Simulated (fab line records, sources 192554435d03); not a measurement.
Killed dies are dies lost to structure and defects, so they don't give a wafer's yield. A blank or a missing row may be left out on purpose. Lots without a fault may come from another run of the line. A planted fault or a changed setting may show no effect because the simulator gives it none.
Chamber matching | flow n5_finfet | N5_BEOL_M13_ETCH_38 on rie_diel-02: 4 sister chambers
The step etches SiCN in CF4/N2, target depth 67.5 nm, time 71.9 s. 4 wafers are shown with their chamber, then 10 later ones without.

WAFERS WITH THEIR CHAMBER
wafer  | chamber | drypump_motor_current_A (A)
L078.6 | 2       | 6.5
L085.5 | 0       | 5.4
L084.3 | 1       | 5.7
L084.4 | 3       | 5.4

WAFERS WITHOUT THEIR CHAMBER
wafer  | drypump_motor_current_A (A)
L084.5 | 6.4
L095.1 | 5.7
L095.4 | 5.4
L095.5 | 5.7
L097.1 | 6.4
L097.2 | 5.7
L097.6 | 5.7
L096.1 | 6.4
L096.2 | 5.7
L096.3 | 5.4

WHICH CHAMBER EACH WENT THROUGH
wafer  | from the rows above     | in truth
L084.5 | 2                       | 2
L095.1 | 1                       | 1
L095.4 | can't be placed: 0 or 3 | 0
L095.5 | 1                       | 1
L097.1 | 2                       | 2
L097.2 | 1                       | 1
L097.6 | 1                       | 1
L096.1 | 2                       | 2
L096.2 | 1                       | 1
L096.3 | can't be placed: 0 or 3 | 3
Placed correctly: 8 of 10. Can't be placed from these rows: 2 (the true chamber is among the candidates in 2). Placed wrongly: 0.
How it was worked out, from the rows above alone: a wafer's distance from a chamber is the root of the sum, over the readings, of the square of ((its reading less the chamber's mean) divided by the reading's scatter). The wafer belongs to the nearest chamber; if the next one is less than 2 further off, it can't be placed. A chamber's mean is the mean of its shown wafers. The scatter: with one shown wafer a chamber, the root of the mean of the squares of how far each hidden wafer lies from its nearest shown one.
